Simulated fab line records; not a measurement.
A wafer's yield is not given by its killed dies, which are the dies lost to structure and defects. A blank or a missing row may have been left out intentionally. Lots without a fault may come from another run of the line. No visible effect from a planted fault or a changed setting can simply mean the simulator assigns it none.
Split-lot study    flow n5-finfet    21 wafers read from 7 lots, route of 1938 steps

## ON THE SPLIT
At N5_BEOL_M7_DESCUM_33 (chemistry O2, time 7 s), the setting time-s was moved away from the recipe's 7 s on 12 of the 21 wafers read, by -13.6% to +15.8%. This setting was run at the recipe's value on the other wafers.

## FROM THE SPLIT ON TO THE READING: in between, the file shows 1 step
- N5_BEOL_M7_ETCH_72: etches underlayer in N2/H2, target depth 6.5 nm, time 5.2 s

## THE READING
CAR-EUV_of_BEOL_M7_COAT_22.thk-nm (the simulator's own value, which no gauge read), in nm, at N5_BEOL_M7_ETCH_65 (etches SiARC in CF4, target depth 15.6 nm, time 26 s). The file gives no usual value for it. The 9 wafers here that ran the recipe average 11.2 nm, standard deviation 0.2 nm.

wafer   tool, chamber at the split  time-s as run, s  against the recipe  CAR-EUV_of_BEOL_M7_COAT_22.thk-nm, nm  against lot-mates on the recipe
L075.2  rie-diel-02, 0              7                 recipe              11                                     -
L075.4  rie-diel-02, 1              6.163             -12.0%              11.6                                   +0.7
L075.5  rie-diel-02, 0              7                 recipe              10.8                                   -
L077.1  rie-diel-02, 3              7                 recipe              11.2                                   -
L077.2  rie-diel-02, 1              8.104             +15.8%              10.6                                   -0.6
L077.3  rie-diel-02, 2              8.104             +15.8%              10.6                                   -0.6
L083.2  rie-diel-05, 3              7                 recipe              11.2                                   -
L083.4  rie-diel-05, 1              7                 recipe              11.2                                   -
L083.5  rie-diel-05, 1              7                 recipe              11.2                                   -
L080.1  rie-diel-05, 3,1            6.049             -13.6%              12                                     no lot-mate on the recipe
L080.3  rie-diel-05, 3,1            6.049             -13.6%              11.8                                   no lot-mate on the recipe
L080.6  rie-diel-05, 3              6.049             -13.6%              11.6                                   no lot-mate on the recipe
L085.3  rie-diel-05, 0              7                 recipe              11.6                                   -
L085.5  rie-diel-05, 1,0            7.59              +8.4%               10.8                                   -0.8
L085.6  rie-diel-05, 1,0            7.59              +8.4%               11                                     -0.6
L090.2  rie-diel-02, 2,0            6.467             -7.6%               11.4                                   +0.2
L090.5  rie-diel-02, 3              7                 recipe              11.2                                   -
L090.6  rie-diel-02, 2,0            6.467             -7.6%               11.2                                   +0.0
L091.2  rie-diel-05, 2,0            6.304             -9.9%               11.6                                   +0.4
L091.3  rie-diel-05, 2,0            6.304             -9.9%               11.8                                   +0.6
L091.4  rie-diel-05, 3              7                 recipe              11.2                                   -
If several chambers appear in one row, that row covers several wafers at once and the file leaves open which wafer was in which chamber.

FIT RESULTS
A straight line over all 21 wafers: CAR-EUV_of_BEOL_M7_COAT_22.thk-nm changes by -0.0394 nm for each +1% of time-s; r = -0.89; the points scatter about the line by 0.18 nm.
The same after taking each lot's own level away (the mean of its wafers on the recipe; 18 wafers): -0.0461 nm for each +1%; r = -0.92; scatter 0.16 nm.
Per that fit: largest time-s move, reading shift of 0.73 nm.
Measured against the standard deviation above, the lots' own levels, which go from 10.90 to 11.60 nm, span 3.5 times it.
So the slope is not independent of the lot-to-lot level: the two fits are not the same.
Check: -0.825 nm against its lot-mates is what the line predicts for one of the wafers moved furthest among these (+15.8%) when that wafer is left out of the fit. It came out at -0.6 nm against them.

## ADDITIONAL SPLITS CARRIED BY THESE WAFERS
Other splits were also applied to these wafers ahead of the reading. Each is held against what the fit with the lots' levels taken away leaves over:
other split on the same wafers    wafers away from the commonest value  r with CAR-EUV_of_BEOL_M7_COAT_22.thk-nm (lot level and that fit taken away)
N5_BEOL_M6_DESCUM_33 time-s       7                                     +0.54
N5_BEOL_M6_TRENCH_ETCH_37 time-s  2                                     +0.05
N5_BEOL_M7_COAT_71 spin-rpm       5                                     -0.01

## THE WHOLE CHAIN: every reading that the file lists as answering this split, in the file's order
step                  what it does                                                 reading                                                                             change (the file's fit)                 r (the file's)
N5_BEOL_M7_DESCUM_33  chemistry O2, time 7 s                                       CAR-EUV_of_BEOL_M7_COAT_22.thk-nm (the simulator's own value, which no gauge read)  -0.0348 nm for each +1% of the setting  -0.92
N5_BEOL_M7_ETCH_72    etches underlayer in N2/H2, target depth 6.5 nm, time 5.2 s  CAR-EUV_of_BEOL_M7_COAT_22.thk-nm (the simulator's own value, which no gauge read)  -0.0494 nm for each +1% of the setting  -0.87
N5_BEOL_M7_ETCH_65    etches SiARC in CF4, target depth 15.6 nm, time 26 s         CAR-EUV_of_BEOL_M7_COAT_22.thk-nm (the simulator's own value, which no gauge read)  -0.0476 nm for each +1% of the setting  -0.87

## THE FILE'S OWN FIT
CAR-EUV_of_BEOL_M7_COAT_22.thk-nm changes by -0.0476 nm for each +1% of time-s, r = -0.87.
